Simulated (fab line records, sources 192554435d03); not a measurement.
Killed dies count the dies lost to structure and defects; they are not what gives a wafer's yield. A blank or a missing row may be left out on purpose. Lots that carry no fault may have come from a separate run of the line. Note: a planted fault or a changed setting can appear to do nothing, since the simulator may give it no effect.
fab line records	flow n5Finfet
[record] lots = 9	wafers = 27	lastDay = 17
route steps=1938 shown BEOL_M1@825 BEOL_M2@843 BEOL_M4@1111 PASSIVATION@1936
lots that met no fault: taken from a fault-free run of the same line
startH: hours from the record's first day to the start of the lot's first wafer shown	waitH: how many hours have passed since the lot's step before this one	" same as the row above	L1.1+2: a row that stands for several wafers	- no value, or no start given	* or withheld: withheld	< > ~ a bound
route shown NAME@n: NAME is a module with steps in the file, n the number in the route of the first one	usual: average and standard deviation across the fault-free wafers	same: alike in all rows	chamber/n: place in a boat	sites: the reading at each site	_std_site: how widely they spread, as a standard deviation	_edge_site: mean of outer sites minus mean of inner sites	radiusMm: for every site, how far away it sits from the centre of the wafer	mask NAME#n: copy n	behind: the last tool/chamber to shape the wafer	hold: why the lot was held/for how many hours/how that ended	device: which transistor (n, p or np) failed to switch	end of line: at the end of the route, the tests of the same wafers	a step with no rows: only its recipe	killed: the dies lost at the first sort to structure and to defects; this is not the yield of the wafer	map: a wafer's dies, marking killed ones x, the rest . and places with no die _
set.NAME: the run value of the setting; set.NAME@STEP: its run value at that earlier step	model.NAME: the simulator's own value behind a step, which no gauge read
one table for each step of the route and one row for each wafer, over a sample of lots
services: the hour from which a tool's chamber was out of use, counted from the record's first day as startH (under 0 if before that day), plus the number of hours and why
[[steps]]
[step N5_BEOL_M1_ANNEAL_91]
[recipe] tempC = 400	timeS = 240	ambient = vacuum
[usual] heaterPowerW = 804/100
lot.wafer	tool	chamber	startH	waitH	heaterPowerW
L597.1	pvdSputter-03	-	142.87	0.0	742
L597.2	"	-	"	"	766
L597.4	"	-	"	"	1040
L598.1	pvdSputter-01	-	148.96	0.0	913
L598.2	"	-	"	"	725
L598.5	"	-	"	"	854
L605.2	pvdSputter-01	-	186.83	0.0	719
L605.4	"	-	"	"	749
L605.5	"	-	"	"	756
L606.1	pvdSputter-02	-	198.67	0.0	707
L606.3	"	-	"	"	721
L606.5	"	-	"	"	695
L609.1	pvdSputter-01	-	214.25	0.0	856
L609.3	"	-	"	"	902
L609.6	"	-	"	"	901
L614.1	pvdSputter-01	-	240.05	0.0	892
L614.5	"	-	"	"	746
L614.6	"	-	"	"	720
L615.2	pvdSputter-03	-	253.21	0.0	751
L615.4	"	-	"	"	1081
L615.6	"	-	"	"	775
L618.2	pvdSputter-03	-	264.86	0.0	739
L618.3	"	-	"	"	772
L618.4	"	-	"	"	1061
L617.2	pvdSputter-02	-	265.24	0.0	891
L617.4	"	-	"	"	721
L617.6	"	-	"	"	876
[step N5_BEOL_M1_CMP_52]
[recipe] stopOn = SiOC	tOverpolishS = 6.8	downForcePsi = 1	platenRpm = 50	clearingPlatenDownForcePsi = 1.5	clearingPlatenRpm = 50	postCmpClean = cuAlkaline	targetThkNm = 40	clearingPlatenPadVelocityMS = 0.99484	padVelocityMS = 0.99484
[usual] barrierFieldEndpointS = 24.4/0.72	motorCurrentA = 6.3/0.69	overpolishRunS = 6.800/0.009	timeToEndpointS = 62/3.6
lot.wafer	tool	chamber	startH	waitH	barrierFieldEndpointS	motorCurrentA	overpolishRunS	timeToEndpointS
L597.2	cmp-01	3	144.03	0.2	24.0	5.4	6.805	57
L597.4	"	0	"	"	24.9	6.6	6.801	60
L597.1	"	1	"	"	24.4	5.2	6.805	58
L598.1	cmp-02	3	150.03	0.3	24.1	6.6	6.805	66
L598.2	"	2	"	"	24.4	5.6	6.792	65
L598.5	"	3	"	"	24.2	6.8	6.801	65
L605.4	cmp-02	0	187.98	0.2	24.4	6.0	6.796	63
L605.2	"	1	"	"	24.6	7.0	6.806	66
L605.5	"	2	"	"	25.3	5.5	6.795	63
L606.3	cmp-01	1	199.74	0.2	24.1	5.3	6.794	60
L606.1	"	3	"	"	23.4	5.3	6.811	53
L606.5	"	1	"	"	25.0	5.2	6.799	60
L609.3	cmp-01	0	215.40	0.2	24.0	7.0	6.797	64
L609.1	"	1	"	"	23.6	5.5	6.811	63
L609.6	"	2	"	"	24.4	7.1	6.794	58
L614.1	cmp-04	1	241.13	0.3	23.2	7.2	6.796	59
L614.6	"	1	"	"	24.1	7.3	6.795	61
L614.5	"	2	"	"	24.9	5.8	6.801	57
L615.4	cmp-02	3	254.28	0.1	25.0	6.7	6.792	64
L615.2	"	0	"	"	23.7	6.1	6.789	62
L615.6	"	3	"	"	25.7	6.8	6.796	67
L618.3	cmp-04	2	265.93	0.2	24.2	5.5	6.799	60
L618.2	"	3	"	"	23.4	6.8	6.793	62
L618.4	"	1	"	"	24.7	7.4	6.797	60
L617.2	cmp-04	2	266.35	0.2	23.8	6.0	6.796	61
L617.4	"	3	"	"	24.7	6.9	6.815	66
L617.6	"	1	"	"	24.4	7.0	6.804	61
[step N5_BEOL_M1_RS_MEAS_58]
[recipe] thkMeasGauge = four-point-probe	reads = Co_of_BEOL_M1_CO_CAP_55+Cu_of_BEOL_M1_ECD_50+Co_of_BEOL_M1_CVD_47+TaN_of_BEOL_M1_ALD_84
[usual] M1_RS = 0.67/0.038
lot.wafer	tool	chamber	startH	waitH	M1_RS[ohm/sq]
L597.1	filmMetro-01	-	144.55	0.0	0.75
L597.2	"	-	"	"	0.78
L597.4	"	-	"	"	0.69
L598.1	filmMetro-02	-	150.58	0.0	0.68
L598.2	"	-	"	"	0.64
L598.5	"	-	"	"	0.65
L605.2	filmMetro-02	-	188.46	0.1	0.66
L605.4	"	-	"	"	0.65
L605.5	"	-	"	"	0.69
L606.1	filmMetro-01	-	200.30	0.0	0.75
L606.3	"	-	"	"	0.70
L606.5	"	-	"	"	0.70
L609.1	filmMetro-02	-	215.88	0.0	0.70
L609.3	"	-	"	"	0.61
L609.6	"	-	"	"	0.63
L614.1	filmMetro-02	-	241.68	0.0	0.67
L614.5	"	-	"	"	0.67
L614.6	"	-	"	"	0.75
L615.2	filmMetro-01	-	254.86	0.1	0.71
L615.4	"	-	"	"	0.62
L615.6	"	-	"	"	0.66
L618.2	filmMetro-01	-	266.53	0.1	0.65
L618.3	"	-	"	"	0.66
L618.4	"	-	"	"	0.67
L617.2	filmMetro-02	-	266.91	0.1	0.72
L617.4	"	-	"	"	0.61
L617.6	"	-	"	"	0.63
[step N5_BEOL_M2_PECVD_72]
[recipe] material = SiO2	targetThkA = 160	tempC = 400	precursor = TEOS/O2	pressureTorr = 5.5	rfW = 450	teosFlowSccm = 53.8	gas = O2	flowSccm = 3000	timeS = 18
[usual] heaterPowerW = 657/81	showerheadPlenumPTorr = 8.79/0.072	susceptorTempC = 400.03/0.21	throttleValvePct = 23.2/1.6
lot.wafer	tool	chamber	startH	waitH	heaterPowerW	showerheadPlenumPTorr	susceptorTempC	throttleValvePct
L597.1	pecvd-04	2	144.71	0.0	612	8.68	399.98	21.8
L597.2	"	0	"	"	572	8.79	399.63	23.4
L597.4	"	2	"	"	618	8.67	400.04	21.9
L598.1	pecvd-03	2	150.75	0.0	628	8.80	399.92	21.2
L598.2	"	0	"	"	687	8.83	399.87	22.9
L598.5	"	0	"	"	697	8.83	400.15	22.4
L605.2	pecvd-01	2	188.62	0.0	685	8.79	400.12	23.0
L605.4	"	2	"	"	684	8.80	399.92	23.3
L605.5	"	0	"	"	580	8.68	399.84	21.9
L606.1	pecvd-01	1	200.47	0.0	843	8.90	400.27	26.1
L606.3	"	2	"	"	684	8.80	400.35	23.1
L606.5	"	0	"	"	584	8.69	399.88	21.8
L609.1	pecvd-03	2	216.06	0.0	549	8.84	400.25	21.5
L609.3	"	0	"	"	697	8.85	400.02	22.9
L609.6	"	0	"	"	728	8.81	400.08	22.8
L614.1	pecvd-03	0	241.85	0.0	889	8.82	434.34	23.0
L614.5	"	2	"	"	794	8.83	434.51	21.7
L614.6	"	0	"	"	870	8.81	434.64	22.7
L615.2	pecvd-03	0	255.02	0.0	924	8.82	434.79	22.8
L615.4	"	1	"	"	940	8.79	434.89	23.7
L615.6	"	0	"	"	900	8.84	434.64	22.5
L618.2	pecvd-04	1	266.70	0.0	746	8.76	399.79	24.8
L618.3	"	0	"	"	619	8.76	400.59	23.3
L618.4	"	0	"	"	632	8.79	400.33	23.2
L617.2	pecvd-01	0	267.08	0.0	543	8.70	399.98	22.4
L617.4	"	1	"	"	778	8.91	399.82	26.0
L617.6	"	1	"	"	790	8.94	399.90	26.1
[step N5_BEOL_M2_CMP_52]
[recipe] stopOn = SiOC	tOverpolishS = 6.8	downForcePsi = 1	platenRpm = 50	clearingPlatenDownForcePsi = 1.5	clearingPlatenRpm = 50	postCmpClean = cuAlkaline	targetThkNm = 40	clearingPlatenPadVelocityMS = 0.99484	padVelocityMS = 0.99484
[usual] barrierFieldEndpointS = 24.6/0.72	motorCurrentA = 6.3/0.97
lot.wafer	tool	chamber	startH	waitH	barrierFieldEndpointS	motorCurrentA
L597.4	cmp-04	1	151.87	0.1	24.7	7.1
L597.1	"	2	"	"	25.5	6.0
L597.2	"	3	"	"	25.7	7.1
L598.1	cmp-04	3	159.52	0.3	25.1	7.0
L598.2	"	0	"	"	23.7	6.2
L598.5	"	3	"	"	23.9	7.0
L605.2	cmp-04	0	197.08	0.2	23.7	5.8
L605.4	"	1	"	"	23.6	7.0
L605.5	"	0	"	"	24.4	6.1
L606.1	cmp-03	0	210.59	0.3	25.4	5.2
L606.3	"	2	"	"	24.4	6.2
L606.5	"	1	"	"	24.3	8.6
L609.1	cmp-01	0	224.64	1.2	25.0	6.8
L609.3	"	2	"	"	24.9	6.6
L609.6	"	3	"	"	23.7	5.4
L614.1	cmp-03	3	251.49	0.4	18.6	5.5
L614.6	"	0	"	"	20.6	5.3
L614.5	"	1	"	"	19.4	7.9
L615.4	cmp-04	2	269.31	0.2	19.7	5.7
L615.2	"	3	"	"	19.9	7.0
L615.6	"	0	"	"	20.2	5.9
L618.3	cmp-04	3	279.19	0.2	25.7	6.9
L618.2	"	0	"	"	24.2	6.0
L618.4	"	1	"	"	24.8	7.0
L617.2	cmp-04	2	282.71	0.2	24.3	5.7
L617.4	"	3	"	"	25.0	6.9
L617.6	"	3	"	"	25.6	7.1
[step N5_BEOL_M4_RC_MEAS_101]
[usual] DIBL_N = 36.7/2.4	DIBL_P = 37.4/2.9	IOFF_N = 0.18/0.05	IOFF_P = 0.23/0.058	ION_N = 683/16	ION_P = 467/11	SS_N = 71.7/0.77	SS_P = 73.5/0.87	VT_N = 249/4.3	VT_P = -250/4.4
lot.wafer	tool	chamber	startH	waitH	DIBL_N[mV/V]	DIBL_P[mV/V]	IOFF_N[nA/um]	IOFF_P[nA/um]	ION_N[uA/um]	ION_P[uA/um]	SS_N[mV/dec]	SS_P[mV/dec]	VT_N[mV]	VT_P[mV]
L597.1	prober-01	0	173.25	0.0	40.3	40.8	0.21	0.26	705	477	72.5	74.6	248	-248
L597.2	"	0	"	"	39.0	38.0	0.17	0.21	685	461	72.2	73.5	250	-254
L597.4	"	0	"	"	38.0	38.5	0.17	0.23	665	456	71.6	73.4	250	-252
L598.1	prober-02	0	181.21	0.0	44.2	45.7	0.35	0.40	696	473	73.9	76.2	242	-242
L598.2	"	0	"	"	35.3	36.6	0.15	0.23	685	471	71.3	73.1	251	-250
L598.5	"	0	"	"	38.9	40.1	0.20	0.28	669	463	72.6	73.9	247	-247
L605.2	prober-01	0	224.37	0.2	41.1	42.0	0.25	0.24	699	458	73.2	74.5	246	-251
L605.4	"	0	"	"	33.5	33.5	0.11	0.13	681	466	70.7	72.6	253	-259
L605.5	"	0	"	"	36.9	37.0	0.16	0.17	680	450	72.0	73.5	250	-256
L606.1	prober-01	0	227.73	0.0	37.4	38.8	0.19	0.24	682	463	72.1	73.5	248	-250
L606.3	"	0	"	"	36.5	35.5	0.15	0.18	667	448	71.5	71.9	251	-253
L606.5	"	0	"	"	38.0	38.7	0.19	0.24	697	475	72.1	73.1	245	-249
L609.1	prober-02	0	251.41	0.0	40.2	40.8	0.23	0.29	690	473	73.1	74.3	243	-246
L609.3	"	0	"	"	36.4	36.5	0.16	0.22	691	476	71.3	72.9	247	-249
L609.6	"	0	"	"	40.9	42.7	0.29	0.33	711	480	72.8	74.5	238	-242
L614.1	prober-01	0	278.14	0.0	40.3	42.7	0.30	0.37	702	484	73.1	74.9	240	-243
L614.5	"	0	"	"	40.3	41.8	0.27	0.34	679	466	73.4	76.0	245	-246
L614.6	"	0	"	"	35.6	37.4	0.19	0.24	703	483	71.7	72.8	245	-247
L615.2	prober-01	0	285.61	0.2	37.9	40.9	0.19	0.23	669	459	72.2	73.8	248	-251
L615.4	"	0	"	"	34.5	35.3	0.13	0.15	664	449	71.4	72.8	251	-256
L615.6	"	0	"	"	35.7	38.1	0.16	0.19	666	449	71.5	73.4	247	-254
L618.2	prober-02	0	300.90	0.2	36.6	38.0	0.18	0.20	698	473	71.7	73.0	247	-252
L618.3	"	0	"	"	37.9	38.7	0.18	0.21	673	456	71.9	73.6	249	-252
L618.4	"	0	"	"	37.5	39.5	0.22	0.24	697	466	72.2	73.6	243	-249
L617.2	prober-02	0	304.06	0.2	37.8	37.7	0.18	0.20	684	457	71.9	74.1	248	-254
L617.4	"	0	"	"	34.3	34.0	0.11	0.15	670	468	71.0	72.7	254	-258
L617.6	"	0	"	"	33.2	33.0	0.10	0.14	668	462	70.1	72.2	257	-260
[step N5_PASSIVATION_PROBE_49]
[usual] defectLimitedYield = 91.4/1.6	killed_at_M0_to_M3 = 31/11	killed_at_M4_up = 14/5.7	killedAtContacts = 12/6	killedAtFrontEnd = 41/13	killedAtOther = 3.3/2.8	killedDies = 101/19	killedOpen = 67/14	killedShort = 33/8.2	sort_bin_4_leakage = 0.0/0.37	sort_bin_5_function = 5.0/1.1	sort_bin_6_memory = 3.3/0.74	sortNPass = 1078/20	sortYieldPct = 91.3/1.7
[same] grossDies = 1180	killedAtBackSide = 0	sort_bin_8_speed[%] = 0
lot.wafer	tool	chamber	startH	waitH	defectLimitedYield[%]	killed_at_M0_to_M3	killed_at_M4_up	killedAtContacts	killedAtFrontEnd	killedAtOther	killedDies	killedOpen	killedShort	sort_bin_4_leakage[%]	sort_bin_5_function[%]	sort_bin_6_memory[%]	sortNPass	sortYieldPct[%]
L597.1	prober-02	-	272.04	0.0	91.8	30	5	9	49	4	97	60	36	0	4.5	3.4	1083	91.8
L597.2	prober-02	-	272.09	0.1	90.7	23	6	10	64	7	110	56	46	0	5.6	3.5	1070	90.7
L597.4	prober-02	-	272.19	0.2	93.7	12	4	10	46	2	74	45	28	0	2.7	3.3	1106	93.7
L598.1	prober-02	-	284.99	0.0	92.0	28	22	14	25	5	94	66	26	4.4	4.6	3.0	1034	87.6
L598.2	prober-02	-	285.04	0.1	92.5	24	17	7	39	2	89	60	26	0	4.2	2.8	1091	92.5
L598.5	prober-02	-	285.19	0.2	92.6	19	12	7	41	8	87	56	26	0	3.2	3.2	1093	92.6
L605.2	prober-01	-	324.61	0.1	91.2	38	14	7	44	1	104	61	42	0	4.4	3.7	1076	91.2
L605.4	prober-01	-	324.71	0.2	87.9	47	4	14	74	4	143	87	53	0	6.2	5.1	1037	87.9
L605.5	prober-01	-	324.76	0.2	87.1	43	23	8	77	1	152	100	43	0	7.3	4.8	1028	87.1
L606.1	prober-02	-	328.45	0.0	92.3	29	20	13	22	7	91	62	27	0	4.7	2.7	1089	92.3
L606.3	prober-02	-	328.55	0.1	88.9	60	20	13	37	1	131	98	31	0	6.8	4.1	1049	88.9
L606.5	prober-02	-	328.65	0.2	89.7	48	12	29	21	11	121	75	44	0	5.8	4.1	1059	89.7
L609.1	prober-02	-	360.26	0.0	90.8	39	8	22	35	5	109	64	45	0	5.7	3.3	1071	90.8
L609.3	prober-02	-	360.36	0.1	91.4	22	12	23	36	8	101	62	37	0	4.8	3.1	1079	91.4
L609.6	prober-02	-	360.51	0.3	90.9	34	13	17	36	7	107	63	42	0.2	5.5	3.6	1071	90.8
L614.1	prober-01	-	380.87	0.0	92.4	33	9	10	29	9	90	63	24	0.3	4.5	2.9	1086	92.0
L614.5	prober-01	-	381.07	0.2	92.9	30	12	12	26	4	84	55	27	0	4.5	2.6	1096	92.9
L614.6	prober-01	-	381.12	0.3	92.1	27	18	7	34	7	93	62	30	0	4.8	2.9	1087	92.1
L615.2	prober-01	-	392.06	0.1	90.9	31	13	9	46	8	107	67	38	0	4.9	3.6	1073	90.9
L615.4	prober-01	-	392.16	0.2	89.1	40	17	16	49	7	129	86	40	0	5.3	5.1	1051	89.1
L615.6	prober-01	-	392.26	0.3	90.0	22	8	25	60	3	118	87	31	0	6.8	3.0	1062	90.0
L617.2	prober-02	-	405.22	0.1	92.5	26	7	20	33	2	88	53	30	0	4.1	3.1	1092	92.5
L617.4	prober-02	-	405.32	0.2	89.8	28	10	30	50	2	120	93	25	0	6.3	3.6	1060	89.8
L617.6	prober-02	-	405.42	0.3	91.9	31	11	18	35	0	95	64	29	0	4.5	3.3	1085	91.9
L618.2	prober-01	-	417.17	0.1	89.8	48	12	11	42	7	120	74	43	0	6.2	3.4	1060	89.8
L618.3	prober-01	-	417.22	0.1	91.7	34	16	10	35	3	98	64	31	0	4.5	3.4	1082	91.7
L618.4	prober-01	-	417.27	0.2	90.4	22	24	14	48	5	113	69	43	0	5.3	4.2	1067	90.4
// killed by level:class
L597.1 FIN_SAQP:geometricParticle:short=13 FIN_SAQP:geometricParticle:open=11 BEOL_M3:geometricParticle:open=8 MOL_CONTACT_COAG:geometricParticle:open=8 DUMMY_GATE:geometricParticle:open=6 BEOL_M0_SAQP:geometricParticle:open=5 BEOL_M2:geometricParticle:open=5 ILD0:geometricParticle:short=4
L597.2 FIN_SAQP:geometricParticle:short=13 GATE_CUT:geometricParticle:short=12 FIN_SAQP:geometricParticle:open=11 GATE_CUT:geometricParticle:open=9 DUMMY_GATE:geometricParticle:open=7 MOL_CONTACT_COAG:geometricParticle:open=6 BEOL_M0_SAQP:geometricParticle:short=6 PASSIVATION:areaEtch=5
L597.4 FIN_SAQP:geometricParticle:short=16 MOL_CONTACT_COAG:geometricParticle:open=10 FIN_SAQP:geometricParticle:open=8 STI_FIN_REVEAL:geometricParticle:open=4 DUMMY_GATE:geometricParticle:open=4 BEOL_M3:geometricParticle:open=4 DUMMY_GATE:geometricParticle:short=3 GATE_CUT:geometricParticle:short=3
L598.1 BEOL_M4:geometricParticle:open=16 MOL_CONTACT_COAG:geometricParticle:open=11 BEOL_M2:geometricParticle:open=7 BEOL_M1:geometricParticle:open=6 BEOL_M0_SAQP:geometricParticle:open=5 FIN_SAQP:geometricParticle:short=4 ILD0:geometricParticle:open=4 GATE_CUT:geometricParticle:short=4
L598.2 BEOL_M4:geometricParticle:open=11 FIN_SAQP:geometricParticle:open=7 MOL_CONTACT_COAG:geometricParticle:open=7 FIN_SAQP:geometricParticle:short=5 DUMMY_GATE:geometricParticle:open=5 BEOL_M0:geometricParticle:open=5 GATE_CUT:geometricParticle:short=4 BEOL_M3:geometricParticle:open=4
L598.5 FIN_SAQP:geometricParticle:open=7 DUMMY_GATE:geometricParticle:open=6 PAD_METAL:geometricParticle:open=6 STARTING-WAFER:geometricParticle:open=6 BEOL_M0_SAQP:geometricParticle:open=5 BEOL_M0_SAQP:geometricParticle:short=5 BEOL_M2:geometricParticle:open=5 BEOL_M4:geometricParticle:open=5
L605.2 FIN_SAQP:geometricParticle:short=14 BEOL_M2:geometricParticle:open=13 FIN_SAQP:geometricParticle:open=7 BEOL_M0_SAQP:geometricParticle:short=7 STI_FIN_REVEAL:geometricParticle:open=6 BEOL_M0_SAQP:geometricParticle:open=6 BEOL_M1:geometricParticle:open=6 MOL_CONTACT_COAG:geometricParticle:open=5
L605.4 FIN_SAQP:geometricParticle:short=28 FIN_SAQP:geometricParticle:open=15 BEOL_M0_SAQP:geometricParticle:open=12 MOL_CONTACT_COAG:geometricParticle:open=11 STI_FIN_REVEAL:geometricParticle:open=10 BEOL_M1:geometricParticle:open=8 BEOL_M0_SAQP:geometricParticle:short=7 BEOL_M0:geometricParticle:open=6
L605.5 STI_FIN_REVEAL:geometricParticle:open=23 FIN_SAQP:geometricParticle:short=14 BEOL_M3:geometricParticle:open=13 BEOL_M0_SAQP:geometricParticle:open=12 BEOL_M5:geometricParticle:open=9 BEOL_M4:geometricParticle:open=7 MOL_CONTACT_COAG:geometricParticle:open=6 HKMG_FIN:areaEtch=6
L606.1 BEOL_M4:geometricParticle:open=11 BEOL_M2:geometricParticle:open=10 MOL_CONTACT_COAG:geometricParticle:open=9 BEOL_M0_SAQP:geometricParticle:short=6 BEOL_M0_SAQP:geometricParticle:open=5 BEOL_M7:geometricParticle:open=5 STI_FIN_REVEAL:geometricParticle:open=4 MOL_CONTACT_COAG:geometricParticle:short=4
L606.3 FIN_SAQP:geometricParticle:open=18 BEOL_M1:geometricParticle:open=12 MOL_CONTACT_COAG:geometricParticle:open=11 BEOL_M0_SAQP:geometricParticle:open=10 BEOL_M2:geometricParticle:open=10 BEOL_M3:geometricParticle:open=8 BEOL_M0_SAQP:geometricParticle:short=6 BEOL_M1:geometricParticle:short=6
L606.5 MOL_CONTACT_COAG:geometricParticle:open=25 BEOL_M2:geometricParticle:open=16 BEOL_M2:geometricParticle:short=8 BEOL_M1:geometricParticle:short=7 BEOL_M0_SAQP:geometricParticle:open=5 MOL_CONTACT_COAG:geometricParticle:short=4 BEOL_M0_SAQP:geometricParticle:short=4 STARTING-WAFER:geometricParticle:open=4
L609.1 MOL_CONTACT_COAG:geometricParticle:open=19 BEOL_M0_SAQP:geometricParticle:short=11 FIN_SAQP:geometricParticle:short=10 BEOL_M0_SAQP:geometricParticle:open=10 FIN_SAQP:geometricParticle:open=7 STI_FIN_REVEAL:geometricParticle:open=6 BEOL_M2:geometricParticle:open=6 BEOL_M1:geometricParticle:open=4
L609.3 MOL_CONTACT_COAG:geometricParticle:open=17 FIN_SAQP:geometricParticle:short=12 BEOL_M2:geometricParticle:open=6 MOL_CONTACT_COAG:geometricParticle:short=6 FIN_SAQP:geometricParticle:open=5 SPACER0:geometricParticle:short=5 MIM_TOP:geometricParticle:open=5 BEOL_M0_SAQP:geometricParticle:short=4
L609.6 MOL_CONTACT_COAG:geometricParticle:open=10 BEOL_M1:geometricParticle:open=10 BEOL_M2:geometricParticle:open=10 MOL_CONTACT_COAG:geometricParticle:short=7 STI_FIN_REVEAL:geometricParticle:open=7 FIN_SAQP:geometricParticle:open=6 FIN_SAQP:geometricParticle:short=5 BEOL_M0_SAQP:geometricParticle:short=5
L614.1 STI_FIN_REVEAL:geometricParticle:open=9 BEOL_M3:geometricParticle:open=9 MOL_CONTACT_COAG:geometricParticle:open=8 BEOL_M2:geometricParticle:open=8 BEOL_M4:geometricParticle:open=5 BEOL_M1:geometricParticle:open=4 BEOL_M0_SAQP:geometricParticle:open=4 BEOL_M0_SAQP:geometricParticle:short=4
L614.5 MOL_CONTACT_COAG:geometricParticle:open=9 BEOL_M2:geometricParticle:open=9 FIN_SAQP:geometricParticle:open=7 BEOL_M3:geometricParticle:open=6 BEOL_M4:geometricParticle:open=4 DUMMY_GATE:geometricParticle:open=3 ILD0:geometricParticle:short=3 GATE_CUT:geometricParticle:short=3
L614.6 BEOL_M3:geometricParticle:open=12 BEOL_M4:geometricParticle:open=8 GATE_CUT:geometricParticle:open=6 MOL_CONTACT_COAG:geometricParticle:open=6 STI_FIN_REVEAL:geometricParticle:short=4 DUMMY_GATE:geometricParticle:open=4 BEOL_M0_SAQP:geometricParticle:short=4 BEOL_M1:geometricParticle:open=4
L615.2 FIN_SAQP:geometricParticle:open=11 STI_FIN_REVEAL:geometricParticle:open=10 MOL_CONTACT_COAG:geometricParticle:open=8 FIN_SAQP:geometricParticle:short=7 BEOL_M2:geometricParticle:open=7 BEOL_M0_SAQP:geometricParticle:short=6 GATE_CUT:geometricParticle:open=5 PAD_METAL:geometricParticle:short=5
L615.4 STI_FIN_REVEAL:geometricParticle:open=18 MOL_CONTACT_COAG:geometricParticle:open=14 STI_FIN_REVEAL:geometricParticle:short=11 BEOL_M2:geometricParticle:open=11 BEOL_M0_SAQP:geometricParticle:short=9 BEOL_M4:geometricParticle:open=8 FIN_SAQP:geometricParticle:open=5 BEOL_M0_SAQP:geometricParticle:open=5
L615.6 MOL_CONTACT_COAG:geometricParticle:open=23 FIN_SAQP:geometricParticle:open=15 STI_FIN_REVEAL:geometricParticle:open=14 GATE_CUT:geometricParticle:short=9 BEOL_M0_SAQP:geometricParticle:open=9 DUMMY_GATE:geometricParticle:open=8 BEOL_M3:geometricParticle:open=5 BEOL_M4:geometricParticle:open=5
L617.2 MOL_CONTACT_COAG:geometricParticle:open=14 FIN_SAQP:geometricParticle:open=11 BEOL_M3:geometricParticle:open=9 MOL_CONTACT_COAG:geometricParticle:short=6 GATE_CUT:geometricParticle:short=5 BEOL_M0_SAQP:geometricParticle:open=4 STI_FIN_REVEAL:geometricParticle:open=3 BEOL_M4:geometricParticle:open=3
L617.4 MOL_CONTACT_COAG:geometricParticle:open=26 STI_FIN_REVEAL:geometricParticle:open=19 BEOL_M0_SAQP:geometricParticle:open=9 FIN_SAQP:geometricParticle:open=8 BEOL_M3:geometricParticle:open=6 STARTING-WAFER:geometricParticle:open=5 MOL_CONTACT_COAG:geometricParticle:short=4 BEOL_M0_SAQP:geometricParticle:short=4
L617.6 MOL_CONTACT_COAG:geometricParticle:open=14 STI_FIN_REVEAL:geometricParticle:open=9 BEOL_M0_SAQP:geometricParticle:short=9 BEOL_M0_SAQP:geometricParticle:open=9 BEOL_M2:geometricParticle:open=6 STI_FIN_REVEAL:geometricParticle:short=5 DUMMY_GATE:geometricParticle:open=4 MOL_CONTACT_COAG:geometricParticle:short=4
L618.2 BEOL_M0_SAQP:geometricParticle:open=15 BEOL_M2:geometricParticle:open=14 FIN_SAQP:geometricParticle:open=8 DUMMY_GATE:geometricParticle:open=8 MOL_CONTACT_COAG:geometricParticle:open=8 FIN_SAQP:geometricParticle:short=6 BEOL_M0_SAQP:geometricParticle:short=6 STARTING-WAFER:geometricParticle:short=6
L618.3 BEOL_M0_SAQP:geometricParticle:short=12 BEOL_M1:geometricParticle:open=8 FIN_SAQP:geometricParticle:open=7 BEOL_M4:geometricParticle:open=7 MOL_CONTACT_COAG:geometricParticle:open=7 GATE_CUT:geometricParticle:open=5 BEOL_M0_SAQP:geometricParticle:open=5 STARTING-WAFER:geometricParticle:open=5
L618.4 FIN_SAQP:geometricParticle:short=15 MOL_CONTACT_COAG:geometricParticle:open=11 STI_FIN_REVEAL:geometricParticle:open=10 BEOL_M4:geometricParticle:open=10 BEOL_M2:geometricParticle:open=8 FIN_SAQP:geometricParticle:open=7 BEOL_M4:geometricParticle:short=6 DUMMY_GATE:geometricParticle:open=5
[[services]]
tool	chamber	startH	hours	kind
cmp-03	-	121.86	1.9	repair
cmp-04	-	123.58	4.3	pm
pecvd-01	0	148.23	5.5	scheduledDown
cmp-01	-	151.31	0.8	repair
cmp-01	-	156.57	4.0	pm
cmp-01	-	160.57	-	consumableReplace:conditioner
cmp-01	-	160.57	-	consumableReplace:pad
pecvd-03	-	164.72	2.6	repair
pecvd-03	0	172.87	5.5	scheduledDown
cmp-04	-	176.16	0.5	repair
cmp-01	-	180.06	2.0	repair
cmp-04	-	183.18	3.0	repair
cmp-02	-	193.29	4.0	pm
pecvd-01	2	193.53	5.5	scheduledDown
cmp-02	-	197.29	-	consumableReplace:conditioner
cmp-02	-	197.29	-	consumableReplace:pad
cmp-02	-	197.29	14.1	pm
pecvd-04	0	198.77	11.6	repair
pecvd-01	2	202.38	-	clean
cmp-03	-	219.65	3.2	repair
cmp-04	-	234.49	4.0	pm
cmp-04	-	238.49	-	consumableReplace:conditioner
cmp-04	-	238.49	-	consumableReplace:pad
cmp-01	-	259.28	1.8	repair
[[key]]
[firstSign] step = N5_BEOL_M2_PECVD_72	reading = susceptorTempC	direction = up	sigmas = 99+	usual = *	struck = *
[effect] step = N5_BEOL_M2_PECVD_72	reading = heaterPowerW	direction = up	sigmas = 2.8	usual = *	struck = *
[effect] step = N5_BEOL_M2_CMP_52	reading = barrierFieldEndpointS	direction = down	sigmas = 6.7	usual = 24.6	struck = 19.7
metAt N5_BEOL_M2_PECVD_72
struckLots L614,L615
notActingAt N5_BEOL_M1_ANNEAL_91,N5_BEOL_M1_CMP_52,N5_BEOL_M1_RS_MEAS_58
onsetBetween 216.06 241.85
[fault] kind = processParameterDrift	tool = pecvd-03	chamber = -	onsetH = 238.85	steps = N5_BEOL_M2_PECVD_72	channel = tempC	offset = *	shape = step	endH = 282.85	actsIn = *	stated = *
